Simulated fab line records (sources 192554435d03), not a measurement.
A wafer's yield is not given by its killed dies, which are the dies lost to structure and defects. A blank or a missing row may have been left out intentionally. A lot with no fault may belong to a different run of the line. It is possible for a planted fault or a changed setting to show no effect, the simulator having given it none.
A struck lot beside a sound one | flow n5 finfet | 38 out of 1938 route steps
Sound: these wafers, L438.3, L438.4, L438.5. Struck: wafers L452.2, L452.6. (L452.4 of the same lot was not struck and is left out.) The cause comes at the end.
Per side, at each step with rows, come the tool, then ch with its chambers, and then its first start. Under that, the readings that differ: sound wafers | struck wafers | difference of the means | sigmas: that difference in standard deviations of wafers without a fault.
alike: words and numbers the same on both sides, and readings whose means are apart by under 2 such deviations; not compared: readings that were withheld, readings missing a value for some wafer, numbers with overlapping values and no deviation given by the record, and bounds like >300 which may hide the same value.
Wherever a step has rows on one side only, a row that says differs or no value, or a row with sigmas, the two part there. Non-overlapping numbers with no deviation appear without sigmas and do not part them. A reading missing from all wafers of one side parts the sides only when that side holds two or more wafers.

first, 9 steps without rows for these wafers: N5_BEOL_M12_PRE_CLEAN_42 (time 30 s); N5_BEOL_M12_SPUTTER_43 (material TaN, target thk 15 nm, time 24.19 s); N5_BEOL_M12_SPUTTER_44 (material Ta, target thk 10 nm, time 16.13 s); N5_BEOL_M12_SPUTTER_45 (material Cu, target thk 80 nm, time 13.33 s); N5_BEOL_M12_ECD_47 (material Cu, target thk 720 nm); N5_BEOL_M12_ANNEAL_48 (time 90 s); N5_BEOL_M12_CMP_49 (polishes, stops on SiOC, t overpolish 20.6 s, target thk 320 nm); N5_BEOL_M12_PRE_CLEAN_52 (time 15 s); N5_BEOL_M12_DEP_53 (deposits SiCN from 3MS/NH3, target thk 30 nm, time 10.5 s).
N5_BEOL_M13_ILD_DEP_00: deposits SiOC from DEMS/O2, target thk 837.92 nm, time 166.4 s.
  sound on pecvd-03 ch 0,2, day 10 21:43; struck on pecvd-03 ch 1,2, day 15 19:28
  reading                                       | sound             | struck      | difference | sigmas
  run length s (s)                              | 212.0 211.3 212.1 | 301.8 302.7 | +90.4      | +99 or more
  model.SiOC_of_BEOL_M13_ILD_DEP_00.thk nm (nm) | 835.2 851.4 856.2 | 1277 1303   | +442       |
  alike: heater power w, showerhead plenum p Torr, throttle valve pct
N5_BEOL_M13_THK_MEAS_01:
  sound: film metro-01 at day 10 21:52; struck: film metro-02 at day 15 19:37
  reading          | sound       | struck    | difference | sigmas
  M13_ILD_THK (nm) | 835 851 856 | 1275 1302 | +441       | +47
then, 10 steps without rows for these wafers: N5_BEOL_M13_COAT_58 (time 60 s, resist thk 89 nm); N5_BEOL_M13_COAT_04 (resist thk 400 nm); N5_BEOL_M13_EBR_06; N5_BEOL_M13_SOFTBAKE_05 (time 60 s); N5_BEOL_M13_EXPOSE_07 (exposes mask V12); N5_BEOL_M13_PEB_08 (peb time 90 s); N5_BEOL_M13_DEVELOP_09 (develop time 45 s); N5_BEOL_M13_HARDBAKE_14 (time 120 s); N5_BEOL_M13_DESCUM_15 (chemistry O2, time 7.9 s); N5_BEOL_M13_ETCH_59 (etches BARC in N2/H2, target depth 89 nm, overetch 26.7 nm, time 67.9 s).
N5_BEOL_M13_VIA_ETCH_16: etches SiOC in C4F8/O2/Ar, target depth 921.7 nm.
  sound on rie diel-05 ch 0,1,3, day 10 22:28; struck on rie diel-06 ch 0,1, day 15 20:13
  reading                                    | sound             | struck    | difference | sigmas
  model.etch.depth nm (nm)                   | 835.3 851.4 856.2 | 1277 1303 | +442       |
  model.coat_of_BEOL_M13_COAT_04.thk nm (nm) | 72 66.4 70.6      | 0 0       | -70        |
  model.BARC_of_BEOL_M13_COAT_58.thk nm (nm) | 89 88.8 89.2      | 27.4 22.2 | -64.2      |
  alike: drypump motor current A, oes product au, rf vpp V, showerhead plenum p Torr, throttle valve pct
N5_BEOL_M13_STRIP_63: strips in N2/H2.
  sound on plasma asher-02 ch 0,1, day 10 22:43; struck on plasma asher-01 ch 0, day 15 20:27
  reading                      | sound             | struck      | difference | sigmas
  heater power w (W)           | 371 357 364       | 297 296     | -68        | -2
  oes product au (a.u.)        | 0.676 0.667 0.683 | 0.231 0.227 | -0.446     | -84
  strip time to endpoint s (s) | 28.3 26.6 27.8    | 0.0 0.0     | -27.6      | -25
  alike: drypump motor current A, temp c
  not compared: rf hours counter h
N5_BEOL_M13_STRIP_64: strips in N2/H2.
  sound on plasma asher-02 ch 0,1, day 10 22:47; struck on plasma asher-01 ch 0, day 15 20:31
  reading                      | sound             | struck      | difference | sigmas
  heater power w (W)           | 377 363 370       | 294 288     | -79        | -3
  oes product au (a.u.)        | 0.712 0.711 0.717 | 0.633 0.588 | -0.103     | -21
  strip time to endpoint s (s) | 31.32 31.26 31.35 | 14.13 12.31 | -18.09     | -99 or more
  alike: drypump motor current A, temp c
  not compared: rf hours counter h
then, 2 steps without rows for these wafers: N5_BEOL_M13_STRIP_71 (strips in post etch residue remover, time 60 s); N5_BEOL_M13_SRD_72 (time 30 s, dry time 30 s).
N5_BEOL_M13_CD_MEAS_17: target cd 190 nm.
  sound: cd sem-03 at day 10 22:55; struck: cd sem-03 at day 15 20:40
  reading    | sound             | struck      | difference | sigmas
  cd nm (nm) | 189.5 190.6 189.5 | 196.3 201.3 | +8.9       | +6
then, 9 steps without rows for these wafers: N5_BEOL_M13_COAT_65 (time 60 s, resist thk 350 nm); N5_BEOL_M13_COAT_66 (time 60 s, resist thk 110 nm); N5_BEOL_M13_COAT_22 (resist thk 300 nm); N5_BEOL_M13_EBR_24; N5_BEOL_M13_SOFTBAKE_23 (time 60 s); N5_BEOL_M13_EXPOSE_25 (exposes mask M13, target cd 210 nm); N5_BEOL_M13_PEB_26 (peb time 90 s); N5_BEOL_M13_DEVELOP_27 (develop time 45 s); N5_BEOL_M13_HARDBAKE_32 (time 120 s).
N5_BEOL_M13_CMP_49: polishes, stops on SiOC, t overpolish 17.1 s, target thk 420 nm.
  sound on cmp-01 ch 0,1, day 11 03:24; struck on cmp-03 ch 0,3, day 16 00:29
  reading                                       | sound             | struck    | difference | sigmas
  model.SiOC_of_BEOL_M13_ILD_DEP_00.thk nm (nm) | 779.2 792.2 797.2 | 1222 1245 | +444       |
  alike: motor current A
following that, these wafers have no rows for 1 step: N5_PASSIVATION_PROBE_49.

WHERE THEY PART
First at N5_BEOL_M13_ILD_DEP_00; last, within this record, at N5_BEOL_M13_CD_MEAS_17. Later steps at which nothing parts them and some readings are alike: N5_BEOL_M13_CMP_49.

WHY: what the simulator had put in
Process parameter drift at N5_BEOL_M13_ILD_DEP_00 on pecvd-03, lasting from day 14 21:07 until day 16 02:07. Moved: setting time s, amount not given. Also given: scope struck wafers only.
